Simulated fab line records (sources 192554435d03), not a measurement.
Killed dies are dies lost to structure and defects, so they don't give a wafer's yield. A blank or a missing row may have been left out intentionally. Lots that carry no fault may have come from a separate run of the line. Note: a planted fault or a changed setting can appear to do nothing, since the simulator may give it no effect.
fab line records ; flow n5-finfet
[record] lots = 9; wafers = 26; last-day = 19
route steps=1938 shown BEOL_M1@794 BEOL_M4@1111 PASSIVATION@1936
lots untouched by any fault: they come from a run of this same line in which no faults occurred
start-h: hours from the record's opening day to when the first of the lot's shown wafers began ; wait-h: hours from the lot's prior step to this one ; " same as the row above ; L1.1+2: a row that stands for several wafers ; - no value, or no start given ; * or withheld: withheld ; < > ~ a bound
route shown NAME@n: a module of which the file shows steps, and the number in the route of the first ; usual: mean/standard deviation taken from wafers without a fault ; same: alike in all rows ; chamber/n: place in a boat ; sites: each site's reading ; _std_site: how widely they spread, as a standard deviation ; _edge_site: outer sites' mean less inner sites' ; radius-mm: how far each site lies from the wafer's centre ; mask NAME#n: copy n ; behind: the last tool/chamber to shape the wafer ; hold: the reason the lot was held/the length of the hold in hours/how it ended ; device: the transistor (n, p or np) that didn't switch ; end of line: the route-end tests of the same wafers ; a step without rows: its recipe alone ; killed: at the first sort, the dies lost to defects and structure; wafer yield is something else ; map: per-die view of a wafer (x killed, . not killed, _ where there is no die)
set.NAME: the setting that was run; set.NAME@STEP: the one run at that earlier step ; model.NAME: the simulator's own value behind a step, which no gauge read
a sample of lots followed through the steps of the route, with each step as a table and each wafer as a row
services: when a tool's chamber went out of use (start-h, in hours from the record's first day, below 0 if earlier), for how many hours, and the reason
[[steps]]
[step N5_BEOL_M1_ETCH_70]
[recipe] chemistry = N2/H2; target = SOC; target-depth-a = 800; overetch-a = 160; mask-material = SiARC; temp-c = 40; time-s = 120; ion-energy-ev = 200; pressure-mtorr = 30; source-w = 840; bias-w = 150; n2-flow-sccm = 200; h2-flow-sccm = 200
[usual] drypump-motor-current-A = 5.8/0.51; oes-product-au = 0.62/0.067; rf-vpp-V = 523.9/2.4; showerhead-plenum-p-Torr = 2.55/0.084; throttle-valve-pct = 17.70/0.3
lot.wafer;tool;chamber;start-h;wait-h;drypump-motor-current-A;oes-product-au;rf-hours-counter-h;rf-vpp-V;showerhead-plenum-p-Torr;throttle-valve-pct
L645.2;rie-diel-02;2;128.47;0.0;6.4;0.54;242;524.0;2.50;18.13
L645.3;rie-diel-02;1;128.47;0.0;5.2;0.54;201;520.6;2.42;18.12
L645.6;rie-diel-02;1;128.47;0.0;5.2;0.55;-;520.4;2.42;18.11
L648.1;rie-diel-03;2;143.79;0.0;5.8;0.57;134;524.6;2.56;17.69
L648.5;rie-diel-03;0;143.79;0.0;4.9;0.60;-;522.8;2.55;17.52
L648.6;rie-diel-03;3;143.79;0.0;6.6;0.71;-;525.2;2.60;17.45
L649.1;rie-diel-02;3;146.95;0.0;6.2;0.54;210;521.3;2.42;18.07
L649.3;rie-diel-02;0;146.95;0.0;5.6;0.73;6;522.2;2.49;17.52
L649.6;rie-diel-02;2;146.95;0.0;6.4;0.53;-;522.2;2.49;18.14
L651.3;rie-diel-01;1;171.19;0.0;5.8;0.70;28;527.6;2.70;17.30
L651.4;rie-diel-01;2;171.19;0.0;5.7;0.66;34;525.5;2.61;17.74
L651.5;rie-diel-01;0;171.19;0.0;6.5;0.63;-;524.1;2.57;17.58
L652.2;rie-diel-01;0;171.59;0.0;6.5;0.62;97;524.0;2.57;17.58
L652.4;rie-diel-01;1;171.59;0.0;5.8;0.69;28;527.9;2.70;17.30
L652.5;rie-diel-01;2;171.59;0.0;5.7;0.66;-;524.8;2.61;17.74
L659.1;rie-diel-03;0;234.74;0.0;4.9;0.59;155;525.0;2.53;17.56
L659.4;rie-diel-03;1;234.74;0.0;6.0;0.55;187;525.1;2.63;18.28
L659.6;rie-diel-03;1;234.74;0.0;6.0;0.56;-;526.1;2.63;18.28
L666.2;rie-diel-02;3;261.73;0.0;6.2;0.52;240;520.3;2.41;18.11
L666.3;rie-diel-02;2;261.73;0.0;6.4;0.70;21;522.4;2.49;17.77
L666.4;rie-diel-02;3;261.73;0.0;6.2;0.51;-;521.2;2.41;18.11
L663.4;rie-diel-01;1;264.24;0.0;5.8;0.65;63;526.9;2.69;17.36
L663.5;rie-diel-01;1;264.24;0.0;5.8;0.65;-;528.4;2.69;17.36
L663.6;rie-diel-01;2;264.24;0.0;5.7;0.62;-;524.0;2.60;17.80
L668.2;rie-diel-03;3;284.63;0.0;6.6;0.65;56;524.1;2.58;17.53
L668.3;rie-diel-03;0;284.63;0.0;4.9;0.58;172;524.9;2.53;17.61
[step N5_BEOL_M1_STRIP_36]
[recipe] chemistry = N2/H2; power-w = 450; temp-c = 40; pressure-mtorr = 20; rf-frequency-hz = 6e+07; overash-fraction = 0.3; bias-power-w = 7; h2-frac = 0.5; n2-flow-sccm = 200; h2-flow-sccm = 200
[usual] drypump-motor-current-A = 5.8/0.51; oes-product-au = 0.81/0.095; rf-vpp-V = 59.2/1.3; showerhead-plenum-p-Torr = 2.54/0.084; throttle-valve-pct = 23.5/0.32
[same] overash-fraction = 0.3
lot.wafer;tool;chamber;start-h;wait-h;drypump-motor-current-A;oes-product-au;rf-hours-counter-h;rf-vpp-V;showerhead-plenum-p-Torr;throttle-valve-pct
L645.2;rie-diel-02;2;128.63;0.0;6.4;0.68;243;60.5;2.49;23.8
L645.3;rie-diel-02;1;128.63;0.0;5.2;0.71;202;57.7;2.41;24.0
L645.6;rie-diel-02;1;128.63;0.0;5.2;0.71;-;56.9;2.41;24.0
L648.1;rie-diel-03;2;143.95;0.0;5.8;0.76;134;58.2;2.55;23.5
L648.5;rie-diel-03;0;143.95;0.0;4.9;0.80;-;59.3;2.54;23.4
L648.6;rie-diel-03;3;143.95;0.0;6.7;0.96;-;59.9;2.60;23.3
L649.1;rie-diel-02;3;147.11;0.0;6.2;0.69;210;61.1;2.42;24.0
L649.3;rie-diel-02;0;147.11;0.0;5.6;0.97;6;59.3;2.49;23.3
L649.6;rie-diel-02;2;147.11;0.0;6.4;0.68;-;59.6;2.49;23.8
L651.3;rie-diel-01;1;171.35;0.0;5.7;0.91;28;59.1;2.70;23.2
L651.4;rie-diel-01;2;171.35;0.0;5.7;0.87;34;60.9;2.61;23.6
L651.5;rie-diel-01;0;171.35;0.0;6.5;0.83;-;57.9;2.56;23.3
L652.2;rie-diel-01;0;171.75;0.0;6.5;0.83;97;58.3;2.56;23.4
L652.4;rie-diel-01;1;171.75;0.0;5.8;0.91;28;59.5;2.70;23.2
L652.5;rie-diel-01;2;171.75;0.0;5.7;0.89;-;61.0;2.61;23.6
L659.1;rie-diel-03;0;234.90;0.0;4.9;0.77;155;57.4;2.53;23.4
L659.4;rie-diel-03;1;234.90;0.0;6.0;0.70;187;60.0;2.63;24.1
L659.6;rie-diel-03;1;234.90;0.0;6.0;0.71;-;60.2;2.63;24.1
L666.2;rie-diel-02;3;261.89;0.0;6.2;0.67;240;60.9;2.41;24.1
L666.3;rie-diel-02;2;261.89;0.0;6.4;0.91;21;59.3;2.48;23.6
L666.4;rie-diel-02;3;261.89;0.0;6.2;0.67;-;59.0;2.41;24.0
L663.4;rie-diel-01;1;264.40;0.0;5.7;0.85;63;60.4;2.68;23.3
L663.5;rie-diel-01;1;264.40;0.0;5.7;0.84;-;60.3;2.68;23.3
L663.6;rie-diel-01;2;264.40;0.0;5.7;0.82;-;58.6;2.59;23.6
L668.2;rie-diel-03;3;284.79;0.0;6.6;0.85;56;58.8;2.58;23.4
L668.3;rie-diel-03;0;284.79;0.0;4.9;0.76;172;58.9;2.52;23.5
[step N5_BEOL_M1_ALD_84]
[recipe] material = TaN; target-thk-a = *; temp-c = 275; ald-precursor-family = PDMAT; ald-co-reactant = NH3; pressure-torr = 3; carrier-flow-sccm = 1500; pulse-time-s = 2; purge-time-s = 3; co-reactant-purge-time-s = 2; co-reactant-pulse-time-s = 3; ald-cycles = 30; precursor-vessel-temp-c = 75; precursor-vessel-pressure-torr = 26.25; precursor-vessel-carrier-sccm = 1000
[usual] ald-cycles = 30/0; heater-power-w = 420/37; precursor-vessel-pressure-torr = 26.26/0.055
[same] pulse-time-s = 2
lot.wafer;tool;chamber;start-h;wait-h;ald-cycles;heater-power-w;precursor-vessel-pressure-torr
L645.2;ald-metal-02;3;129.66;0.0;30;409;26.26
L645.3;ald-metal-02;2;129.66;0.0;30;376;26.22
L645.6;ald-metal-02;1;129.66;0.0;30;416;26.25
L648.1;ald-metal-03;2;144.74;0.1;30;432;26.29
L648.5;ald-metal-03;2;144.74;0.1;30;435;26.25
L648.6;ald-metal-03;3;144.74;0.1;30;411;26.35
L649.1;ald-metal-03;3;147.86;0.0;30;423;26.23
L649.3;ald-metal-03;1;147.86;0.0;30;446;26.21
L649.6;ald-metal-03;2;147.86;0.0;30;434;26.20
L651.3;ald-metal-03;0;172.00;0.1;58;381;26.31
L651.4;ald-metal-03;1;172.00;0.1;30;429;26.29
L651.5;ald-metal-03;0;172.00;0.1;58;384;26.28
L652.2;ald-metal-03;2;172.93;0.3;30;440;26.14
L652.4;ald-metal-03;1;172.93;0.3;30;427;26.27
L652.5;ald-metal-03;2;172.93;0.3;58;436;26.23
L659.1;ald-metal-04;3;235.46;0.0;30;376;26.17
L659.4;ald-metal-04;0;235.46;0.0;30;431;26.36
L659.6;ald-metal-04;3;235.46;0.0;30;384;26.25
L666.2;ald-metal-04;0;262.70;0.3;30;415;26.33
L666.3;ald-metal-04;1;262.70;0.3;30;468;26.19
L666.4;ald-metal-04;2;262.70;0.3;30;425;26.22
L663.4;ald-metal-02;3;265.23;0.1;30;408;26.20
L663.5;ald-metal-02;1;265.23;0.1;30;418;26.28
L663.6;ald-metal-02;0;265.23;0.1;30;518;26.28
L668.2;ald-metal-03;0;285.99;0.0;30;384;26.29
L668.3;ald-metal-03;2;285.99;0.0;30;425;26.29
[step N5_BEOL_M1_ANNEAL_82]
[recipe] temp-c = 400; time-s = 240; ambient = vacuum
[usual] heater-power-w = 836/83
lot.wafer;tool;chamber;start-h;wait-h;heater-power-w
L645.2;pvd-sputter-01;-;130.69;0.0;851
L645.3;pvd-sputter-01;-;130.69;0.0;919
L645.6;pvd-sputter-01;-;130.69;0.0;877
L648.1;pvd-sputter-03;-;145.94;0.0;812
L648.5;pvd-sputter-03;-;145.94;0.0;847
L648.6;pvd-sputter-03;-;145.94;0.0;730
L649.1;pvd-sputter-02;-;148.97;0.0;930
L649.3;pvd-sputter-02;-;148.97;0.0;825
L649.6;pvd-sputter-02;-;148.97;0.0;772
L651.3;pvd-sputter-02;-;173.19;0.0;937
L651.4;pvd-sputter-02;-;173.19;0.0;775
L651.5;pvd-sputter-02;-;173.19;0.0;820
L652.2;pvd-sputter-03;-;175.06;0.0;850
L652.4;pvd-sputter-03;-;175.06;0.0;732
L652.5;pvd-sputter-03;-;175.06;0.0;817
L659.1;pvd-sputter-02;-;236.43;0.0;807
L659.4;pvd-sputter-02;-;236.43;0.0;793
L659.6;pvd-sputter-02;-;236.43;0.0;924
L666.2;pvd-sputter-01;-;264.35;0.0;706
L666.3;pvd-sputter-01;-;264.35;0.0;915
L666.4;pvd-sputter-01;-;264.35;0.0;875
L663.4;pvd-sputter-03;-;266.39;0.0;828
L663.5;pvd-sputter-03;-;266.39;0.0;733
L663.6;pvd-sputter-03;-;266.39;0.0;832
L668.2;pvd-sputter-03;-;287.05;0.0;838
L668.3;pvd-sputter-03;-;287.05;0.0;725
[step N5_BEOL_M4_RC_MEAS_101]
[usual] CHAIN_V0 = 233/10; CHAIN_V0_max_site = 242/11; DIBL_N = 37.2/2.1; DIBL_P = 37.3/2.3; IOFF_N = 0.18/0.041; IOFF_P = 0.24/0.042; ION_N = 680/13; ION_P = 466/7.7; SERP_M1 = 197/14; SERP_M1_max_site = 208/15; SS_N = 71.8/0.68; SS_P = 73.5/0.66; VT_N = 249/3.6; VT_P = -248/3.4
lot.wafer;tool;chamber;start-h;wait-h;CHAIN_V0[ohm/link];CHAIN_V0_max_site[ohm/link];DIBL_N[mV/V];DIBL_P[mV/V];IOFF_N[nA/um];IOFF_P[nA/um];ION_N[uA/um];ION_P[uA/um];SERP_M1[ohm/um];SERP_M1_max_site[ohm/um];SS_N[mV/dec];SS_P[mV/dec];VT_N[mV];VT_P[mV]
L645.2;prober-02;0;176.10;0.2;235;246;36.9;36.3;0.16;0.22;673;467;209;233;71.0;72.9;248;-250
L645.3;prober-02;0;176.10;0.2;247;254;36.9;36.9;0.16;0.22;670;467;206;224;71.6;73.0;247;-248
L645.6;prober-02;0;176.10;0.2;251;253;37.2;37.8;0.18;0.23;678;466;199;213;71.7;73.3;249;-248
L648.1;prober-01;0;193.23;0.0;238;256;39.2;39.5;0.23;0.27;705;473;214;231;71.8;74.0;243;-247
L648.5;prober-01;0;193.23;0.0;235;245;38.1;37.7;0.19;0.23;689;468;194;196;72.9;73.8;248;-252
L648.6;prober-01;0;193.23;0.0;226;231;39.9;41.7;0.27;0.32;712;482;194;197;72.1;74.1;242;-243
L649.1;prober-02;0;202.25;0.0;249;257;37.4;34.9;0.14;0.19;667;458;218;225;71.9;73.1;251;-251
L649.3;prober-02;0;202.25;0.0;242;249;38.0;36.7;0.16;0.21;666;458;214;219;71.9;73.1;249;-251
L649.6;prober-02;0;202.25;0.0;265;273;35.2;31.8;0.11;0.15;652;450;211;219;70.9;71.9;257;-256
L651.3;prober-02;0;210.05;0.3;452;484;34.4;33.7;0.13;0.19;676;468;279;306;71.2;73.0;254;-252
L651.4;prober-02;0;210.05;0.3;215;226;35.4;35.4;0.14;0.21;668;460;176;191;71.7;72.4;252;-248
L651.5;prober-02;0;210.05;0.3;473;502;35.9;35.8;0.15;0.22;673;464;334;355;71.1;73.9;248;-246
L652.2;prober-01;0;210.66;0.2;238;248;35.8;37.3;0.16;0.21;681;466;187;192;70.9;72.9;252;-251
L652.4;prober-01;0;210.66;0.2;230;240;37.4;38.3;0.17;0.22;670;460;168;177;71.6;73.8;250;-252
L652.5;prober-01;0;210.66;0.2;526;564;35.7;36.9;0.15;0.19;680;468;350;398;71.0;73.2;251;-253
L659.1;prober-01;0;268.92;0.0;231;236;37.5;36.8;0.17;0.22;677;468;213;216;71.5;73.2;249;-246
L659.4;prober-01;0;268.92;0.0;235;242;39.4;39.0;0.21;0.24;681;469;182;203;72.1;74.9;248;-247
L659.6;prober-01;0;268.92;0.0;238;248;38.5;37.9;0.18;0.23;678;466;189;197;72.5;73.8;247;-247
L663.4;prober-01;0;316.76;0.5;216;221;36.4;38.7;0.18;0.25;686;472;171;182;72.6;73.6;246;-246
L663.5;prober-01;0;316.76;0.5;219;236;36.9;39.7;0.18;0.26;690;480;180;198;72.1;73.6;247;-245
L663.6;prober-01;0;316.76;0.5;230;240;35.1;37.1;0.15;0.23;674;469;180;183;72.0;73.0;250;-249
L666.2;prober-02;0;333.30;0.2;244;246;35.5;36.1;0.15;0.19;678;459;204;215;71.7;73.9;251;-252
L666.3;prober-02;0;333.30;0.2;237;244;36.6;37.3;0.17;0.22;667;457;197;213;71.9;74.1;248;-249
L666.4;prober-02;0;333.30;0.2;237;243;38.1;39.4;0.23;0.26;704;473;179;186;72.0;74.4;242;-248
L668.2;prober-02;0;336.04;0.2;220;226;37.5;36.9;0.18;0.25;675;466;180;186;72.0;73.6;251;-249
L668.3;prober-02;0;336.04;0.2;231;239;38.1;37.8;0.20;0.27;677;463;193;201;72.2;74.2;248;-245
// sites CHAIN_V0 radius-mm=0,75,75,75,75,140,140,140,140
L645.2 221 235 235 232 227 244 238 246 242
L648.1 238 245 256 246 245 229 231 222 231
L649.1 239 239 255 253 248 249 254 257 249
L651.3 461 454 452 462 484 414 425 435 417
L652.2 248 238 242 245 244 227 218 221 223
L659.1 226 235 236 235 231 226 225 231 223
L663.4 210 217 215 220 214 221 216 216 215
L666.2 232 246 245 243 246 244 246 238 229
L668.2 224 220 223 226 221 212 210 213 204
// sites SERP_M1 radius-mm=0,75,75,75,75,140,140,140,140
L645.2 195 208 207 209 198 216 219 233 215
L648.1 216 211 231 219 221 201 214 190 214
L649.1 212 208 222 220 216 209 224 225 218
L651.3 279 277 277 285 306 264 282 282 273
L652.2 192 189 191 191 187 177 173 174 171
L659.1 200 215 216 216 213 210 205 216 213
L663.4 161 161 165 171 165 182 178 176 181
L666.2 202 215 213 204 209 198 204 188 179
L668.2 186 174 184 185 181 180 180 180 174
[step N5_PASSIVATION_PROBE_49]
[usual] defect-limited-yield = 91.0/1.6; killed_at_M0_to_M3 = 35/11; killed_at_M4_up = 14/5.3; killed-at-contacts = 13/6.7; killed-at-front-end = 41/12; killed-at-other = 3.9/2.7; killed-dies = 106/19; killed-open = 70/14; killed-short = 35/8.8; sort_bin_4_leakage = 0.01/0.058; sort_bin_5_function = 5.3/1; sort_bin_6_memory = 3.3/0.81; sort_bin_8_speed = 0.00/0.0072; sort-n-pass = 1073/19
[same] gross-dies = 1180; killed-at-back-side = 0
lot.wafer;tool;chamber;start-h;wait-h;defect-limited-yield[%];killed_at_M0_to_M3;killed_at_M4_up;killed-at-contacts;killed-at-front-end;killed-at-other;killed-dies;killed-open;killed-short;sort_bin_4_leakage[%];sort_bin_5_function[%];sort_bin_6_memory[%];sort_bin_8_speed[%];sort-n-pass
L645.2;prober-02;-;294.85;0.1;91.1;32;24;14;30;5;105;78;21;0;5.3;3.1;0;1075
L645.3;prober-02;-;294.90;0.1;90.6;29;22;12;45;3;111;78;28;0;4.8;4.2;0;1069
L645.6;prober-02;-;295.05;0.3;92.8;28;13;16;26;2;85;59;21;0;4.2;2.7;0;1095
L649.1;prober-01;-;319.03;0.0;93.7;23;16;8;20;7;74;47;24;0;3.5;2.7;0;1106
L649.3;prober-01;-;319.13;0.1;91.4;38;13;10;37;3;101;60;40;0;5.6;2.8;0;1079
L649.6;prober-01;-;319.28;0.3;92.5;35;13;10;30;1;89;55;32;0;4.9;2.4;0;1091
L652.2;prober-02;-;323.38;0.1;89.4;58;6;18;40;3;125;83;41;0;6.4;4.0;0;1055
L652.4;prober-02;-;323.48;0.2;90.0;47;10;16;44;1;118;74;41;0;6.8;2.9;0;1062
L652.5;prober-02;-;323.53;0.2;87.5;75;19;25;28;1;148;78;38;0;6.1;3.3;2.71;1032
L651.3;prober-01;-;324.08;0.1;91.7;37;16;7;37;1;98;72;26;0;5.0;3.1;0;1082
L651.4;prober-01;-;324.13;0.2;92.1;35;12;6;38;2;93;58;34;0;5.0;2.6;0;1087
L651.5;prober-01;-;324.18;0.2;88.6;48;22;6;55;4;135;86;34;0;6.4;3.6;1.19;1045
L659.1;prober-02;-;370.64;0.0;92.5;31;8;4;40;5;88;48;36;0;4.2;2.7;0;1092
L659.4;prober-02;-;370.79;0.2;90.2;38;15;20;38;5;116;82;33;0;5.9;3.5;0;1064
L659.6;prober-02;-;370.89;0.3;89.9;37;11;8;53;10;119;78;39;0;5.8;3.6;0;1061
// killed by level:class
L645.2 BEOL_M2:geometric-particle:open=15 MOL_CONTACT_COAG:geometric-particle:open=12 BEOL_M4:geometric-particle:open=9 FIN_SAQP:geometric-particle:open=7 BEOL_M0_SAQP:geometric-particle:open=7 STARTING-WAFER:geometric-particle:open=7 BEOL_M0_SAQP:geometric-particle:short=4 BEOL_M5:geometric-particle:open=4
L645.3 MOL_CONTACT_COAG:geometric-particle:open=12 FIN_SAQP:geometric-particle:open=11 STI_FIN_REVEAL:geometric-particle:open=10 BEOL_M4:geometric-particle:open=10 BEOL_M2:geometric-particle:open=9 BEOL_M0_SAQP:geometric-particle:short=7 BEOL_M0_SAQP:geometric-particle:open=6 FIN_SAQP:geometric-particle:short=5
L645.6 MOL_CONTACT_COAG:geometric-particle:open=11 BEOL_M0_SAQP:geometric-particle:open=10 FIN_SAQP:geometric-particle:open=6 BEOL_M1:geometric-particle:open=6 FIN_SAQP:geometric-particle:short=5 STI_FIN_REVEAL:geometric-particle:open=5 MOL_CONTACT_COAG:geometric-particle:short=5 BEOL_M5:geometric-particle:open=3
L649.1 BEOL_M4:geometric-particle:open=9 MOL_CONTACT_COAG:geometric-particle:open=8 BEOL_M0_SAQP:geometric-particle:open=8 BEOL_M0_SAQP:geometric-particle:short=7 FIN_SAQP:geometric-particle:short=5 FIN_SAQP:geometric-particle:open=4 STI_FIN_REVEAL:geometric-particle:open=3 BEOL_M6:geometric-particle:short=3
L649.3 BEOL_M0_SAQP:geometric-particle:open=11 FIN_SAQP:geometric-particle:open=9 BEOL_M0_SAQP:geometric-particle:short=9 MOL_CONTACT_COAG:geometric-particle:open=7 FIN_SAQP:geometric-particle:short=6 BEOL_M3:geometric-particle:open=6 STI_FIN_REVEAL:geometric-particle:open=5 BEOL_M4:geometric-particle:open=5
L649.6 BEOL_M0_SAQP:geometric-particle:short=10 BEOL_M3:geometric-particle:open=8 FIN_SAQP:geometric-particle:open=7 MOL_CONTACT_COAG:geometric-particle:open=7 BEOL_M0_SAQP:geometric-particle:open=7 BEOL_M4:geometric-particle:open=7 FIN_SAQP:geometric-particle:short=6 STI_FIN_REVEAL:geometric-particle:open=5
L652.2 BEOL_M0_SAQP:geometric-particle:short=25 BEOL_M0_SAQP:geometric-particle:open=19 MOL_CONTACT_COAG:geometric-particle:open=16 FIN_SAQP:geometric-particle:open=9 STI_FIN_REVEAL:geometric-particle:open=8 BEOL_M1:geometric-particle:open=6 DUMMY_GATE:geometric-particle:open=4 ILD0:geometric-particle:open=4
L652.4 BEOL_M0_SAQP:geometric-particle:open=19 BEOL_M0_SAQP:geometric-particle:short=16 MOL_CONTACT_COAG:geometric-particle:open=11 DUMMY_GATE:geometric-particle:open=10 FIN_SAQP:geometric-particle:open=9 MOL_CONTACT_COAG:geometric-particle:short=5 BEOL_M4:geometric-particle:open=5 STARTING-WAFER:geometric-particle:short=5
L652.5 BEOL_M1:area-ecd=32 MOL_CONTACT_COAG:geometric-particle:open=19 BEOL_M0_SAQP:geometric-particle:short=15 BEOL_M0_SAQP:geometric-particle:open=10 BEOL_M4:geometric-particle:open=10 STI_FIN_REVEAL:geometric-particle:open=6 MOL_CONTACT_COAG:geometric-particle:short=6 BEOL_M1:geometric-particle:open=6
L651.3 STI_FIN_REVEAL:geometric-particle:open=17 BEOL_M0_SAQP:geometric-particle:open=13 BEOL_M2:geometric-particle:open=11 BEOL_M5:geometric-particle:open=10 BEOL_M0_SAQP:geometric-particle:short=6 STI_FIN_REVEAL:geometric-particle:short=4 MOL_CONTACT_COAG:geometric-particle:open=4 FIN_SAQP:geometric-particle:short=3
L651.4 BEOL_M3:geometric-particle:open=14 STI_FIN_REVEAL:geometric-particle:open=10 FIN_SAQP:geometric-particle:open=8 BEOL_M0_SAQP:geometric-particle:short=8 FIN_SAQP:geometric-particle:short=7 MOL_CONTACT_COAG:geometric-particle:open=6 BEOL_M3:geometric-particle:short=4 BEOL_M5:geometric-particle:open=4
L651.5 STI_FIN_REVEAL:geometric-particle:open=21 BEOL_M1:area-ecd=14 BEOL_M5:geometric-particle:open=12 BEOL_M2:geometric-particle:open=10 BEOL_M0_SAQP:geometric-particle:short=9 BEOL_M1:geometric-particle:open=7 BEOL_M0_SAQP:geometric-particle:open=6 STI_FIN_REVEAL:geometric-particle:short=5
L659.1 BEOL_M0_SAQP:geometric-particle:short=8 STI_FIN_REVEAL:geometric-particle:open=7 FIN_SAQP:geometric-particle:short=6 STI_FIN_REVEAL:geometric-particle:short=6 BEOL_M0_SAQP:geometric-particle:open=6 BEOL_M2:geometric-particle:open=6 FIN_SAQP:geometric-particle:open=4 BEOL_M0:geometric-particle:open=4
L659.4 MOL_CONTACT_COAG:geometric-particle:open=15 STI_FIN_REVEAL:geometric-particle:open=10 BEOL_M2:geometric-particle:open=10 BEOL_M1:geometric-particle:open=9 FIN_SAQP:geometric-particle:short=8 FIN_SAQP:geometric-particle:open=7 BEOL_M4:geometric-particle:open=7 MOL_CONTACT_COAG:geometric-particle:short=5
L659.6 FIN_SAQP:geometric-particle:open=18 BEOL_M0_SAQP:geometric-particle:open=15 STI_FIN_REVEAL:geometric-particle:open=15 BEOL_M0_SAQP:geometric-particle:short=11 MOL_CONTACT_COAG:geometric-particle:open=7 FIN_SAQP:geometric-particle:short=6 BEOL_M4:geometric-particle:open=5 MIM_BOT:geometric-particle:short=5
[[services]]
tool;chamber;start-h;hours;kind
rie-diel-02;0;105.21;-;clean
rie-diel-02;0;105.21;-;consumable-replace:focus-ring
rie-diel-02;0;105.21;21.7;scheduled-down
rie-diel-02;0;105.21;21.7;vent-cycle
rie-diel-03;3;108.72;-;clean
rie-diel-03;3;108.72;-;consumable-replace:focus-ring
ald-metal-03;1;133.61;13.1;repair
ald-metal-03;0;139.45;19.2;repair
rie-diel-02;2;152.47;-;clean
rie-diel-02;2;152.47;-;consumable-replace:focus-ring
rie-diel-03;2;170.50;10.6;repair
rie-diel-01;3;172.28;-;clean
rie-diel-01;3;172.28;-;consumable-replace:focus-ring
rie-diel-01;3;172.28;17.3;scheduled-down
rie-diel-01;3;172.28;17.3;vent-cycle
rie-diel-02;-;186.52;0.8;repair
pvd-sputter-02;-;189.66;6.6;repair
ald-metal-02;0;194.64;2.9;repair
rie-diel-01;3;216.72;5.4;repair
rie-diel-02;-;226.79;14.6;pm
ald-metal-03;3;246.81;7.2;repair
rie-diel-02;0;275.91;6.9;repair
rie-diel-01;2;285.53;14.8;repair
ald-metal-04;-;285.66;8.7;pm
[[key]]
[first-sign] step = N5_BEOL_M1_ALD_84; reading = ald-cycles; direction = up; sigmas = 99+; usual = *; struck = *
[effect] step = N5_BEOL_M4_RC_MEAS_101; reading = CHAIN_V0; direction = up; sigmas = 24; usual = 233; struck = 484
[effect] step = N5_BEOL_M4_RC_MEAS_101; reading = SERP_M1; direction = up; sigmas = 8.7; usual = 197; struck = 321
[effect] step = N5_BEOL_M4_RC_MEAS_101; reading = CHAIN_V0_max_site; direction = up; sigmas = 25; usual = 242; struck = 517
[effect] step = N5_BEOL_M4_RC_MEAS_101; reading = SERP_M1_max_site; direction = up; sigmas = 9.7; usual = 208; struck = 353
[effect] step = N5_PASSIVATION_PROBE_49; reading = sort_bin_8_speed; direction = up; sigmas = 15; usual = 0.00; struck = 1.30; wafers-moved = 2
met-at N5_BEOL_M1_ALD_84
struck-lots L651,L652
struck-wafers L651.3,L651.5,L652.5
not-acting-at N5_BEOL_M1_ETCH_70,N5_BEOL_M1_STRIP_36,N5_BEOL_M1_ANNEAL_82
onset-between 147.86 172.00
[fault] kind = process-parameter-drift; tool = ald-metal-03; chamber = -; onset-h = 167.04; steps = N5_BEOL_M1_ALD_84; channel = ald-cycles; offset = *; shape = step; end-h = 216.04; scope = struck-wafers-only; acts-in = *; stated = *
